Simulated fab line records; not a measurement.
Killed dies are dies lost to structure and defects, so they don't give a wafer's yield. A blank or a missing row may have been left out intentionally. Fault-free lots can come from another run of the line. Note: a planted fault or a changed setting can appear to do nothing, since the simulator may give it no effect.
Chamber matching -- flow n5_finfet -- 3 sister chambers for N5_BEOL_M13_ILD_DEP_00 on pecvd-02
The step deposits SiOC from DEMS/O2, target thk 837.92 nm, time 166.4 s. 3 wafers are shown with their chamber, then 10 later ones without.

WAFERS, EACH WITH ITS CHAMBER
wafer,chamber,throttle_valve_pct (%)
L086.5,1,12.8
L092.1,0,11.7
L092.2,2,11.5

WAFERS WITHOUT THEIR CHAMBER
wafer,throttle_valve_pct (%)
L092.5,12.0
L093.2,11.8
L093.4,12.1
L093.5,12.8
L095.2,12.2
L095.3,11.8
L095.6,11.9
L096.3,11.9
L096.4,12.0
L096.6,12.2

EACH ONE'S CHAMBER
wafer,from the rows above,in truth
L092.5,can't be placed: 0 or 2 or 1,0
L093.2,can't be placed: 0 or 2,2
L093.4,can't be placed: 0 or 2 or 1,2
L093.5,1,1
L095.2,can't be placed: 0 or 1 or 2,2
L095.3,can't be placed: 0 or 2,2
L095.6,can't be placed: 0 or 2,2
L096.3,can't be placed: 0 or 2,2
L096.4,can't be placed: 0 or 2 or 1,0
L096.6,can't be placed: 0 or 1 or 2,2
Correctly placed: 1 of 10. Can't be placed from these rows: 9 (the true chamber is among the candidates in 9). Number placed wrongly: 0.
How it was worked out, from the rows above alone: a wafer's distance from a chamber is the root of the sum, over the readings, of the square of ((its reading less the chamber's mean) divided by the reading's scatter). If the next closest chamber is less than 2 further off than the closest, the wafer can't be placed; otherwise it belongs to the closest. The mean given for a chamber averages the wafers shown for that chamber. The scatter: with one shown wafer a chamber, the root of the mean of the squares of how far each hidden wafer lies from its nearest shown one.
